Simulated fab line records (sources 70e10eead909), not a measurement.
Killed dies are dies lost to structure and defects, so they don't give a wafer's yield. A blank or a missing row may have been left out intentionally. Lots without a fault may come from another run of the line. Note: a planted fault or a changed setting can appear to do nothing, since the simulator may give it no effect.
The same fault as seen by 2 desks || flow nandHarc || each desk has only its own numbers; what lay behind them comes last

METROLOGY DESK
Lot by lot, what the gauges showed, no matter which tool ran the lot: averages of those sampled wafers that carry a number. A lot is out of limits, marked OUT, if its mean lies more than 4 standard deviations from the usual mean; the brackets give that distance.
Columns: A = cdNm at NHARC_A_BLC_CD_MEAS_10, usual 100.0 nm
{"lot": "L951", "first seen here": "day 22 21:01", "A": 100.1}
{"lot": "L949", "first seen here": "day 22 22:04", "A": 99.6}
{"lot": "L950", "first seen here": "day 23 00:07", "A": 99.6}
{"lot": "L952", "first seen here": "day 24 07:38", "A": 100.2}
{"lot": "L954", "first seen here": "day 24 10:29", "A": "45.3 (-85) OUT"}
{"lot": "L953", "first seen here": "day 24 12:36", "A": "45.5 (-85) OUT"}
{"lot": "L959", "first seen here": "day 26 12:20", "A": 100.1}
{"lot": "L960", "first seen here": "day 27 01:10", "A": 100.6}
{"lot": "L961", "first seen here": "day 27 02:53", "A": 99.7}
{"lot": "L963", "first seen here": "day 28 03:43", "A": 100.2}
{"lot": "L964", "first seen here": "day 28 05:35", "A": 100.1}
{"lot": "L965", "first seen here": "day 30 02:58", "A": 99.6}
{"lot": "L970", "first seen here": "day 31 21:37", "A": 100.1}
{"lot": "L971", "first seen here": "day 32 03:21", "A": 99.8}
This desk's verdict: out of limits on L953, L954, starting with L954 at day 24 10:29 (cdNm at NHARC_A_BLC_CD_MEAS_10). Within limits: L951, L949, L950, L952, L959, L960, L961, L963, L964, L965, L970, L971.

FOR THE TOOL OWNER'S DESK: lithoTrack-01
The tool's own readings at NHARC_A_BLC_PEB_08 (peb time 65 s): means of the sampled wafers that have a number, for each lot that ran on this tool. A lot is out of limits, marked OUT, if its mean lies more than 4 standard deviations from the usual mean; the brackets give that distance.
Columns: A = heaterPowerTotalW at NHARC_A_BLC_PEB_08, usual 156.5 W; B = plateTempC at NHARC_A_BLC_PEB_08, usual 99.99 C
{"lot": "L951", "first seen here": "day 22 20:56", "A": 156.7, "B": 99.89}
{"lot": "L949", "first seen here": "day 22 21:59", "A": 156.6, "B": 100.00}
{"lot": "L952", "first seen here": "day 24 07:34", "A": 156.5, "B": 99.86}
{"lot": "L954", "first seen here": "day 24 10:24", "A": "132.5 (-55) OUT", "B": "88.83 (-80) OUT"}
{"lot": "L953", "first seen here": "day 24 12:31", "A": "133.2 (-53) OUT", "B": "88.83 (-80) OUT"}
This desk's verdict: out of limits on L953, L954, starting with L954 at day 24 10:24 (heaterPowerTotalW at NHARC_A_BLC_PEB_08). Within limits: L951, L949, L952.

PUT TOGETHER
At day 24 10:24, on L953, L954, the tool owner's desk was in a position to raise an alarm.
Metrology desk: alarm possible at day 24 10:29 on L953, L954.
Every lot named ran NHARC_A_BLC_PEB_08 on lithoTrack-01.

WHAT THE SIMULATOR HAD INSERTED
Drift in process parameters on lithoTrack-01 at NHARC_A_BLC_PEB_08, starting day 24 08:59. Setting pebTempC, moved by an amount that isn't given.
Shown lots that were struck: L953, L954.
Hours from the fault's start to each desk's first reading out of limits: the tool owner's desk, 1; the metrology desk, 2.
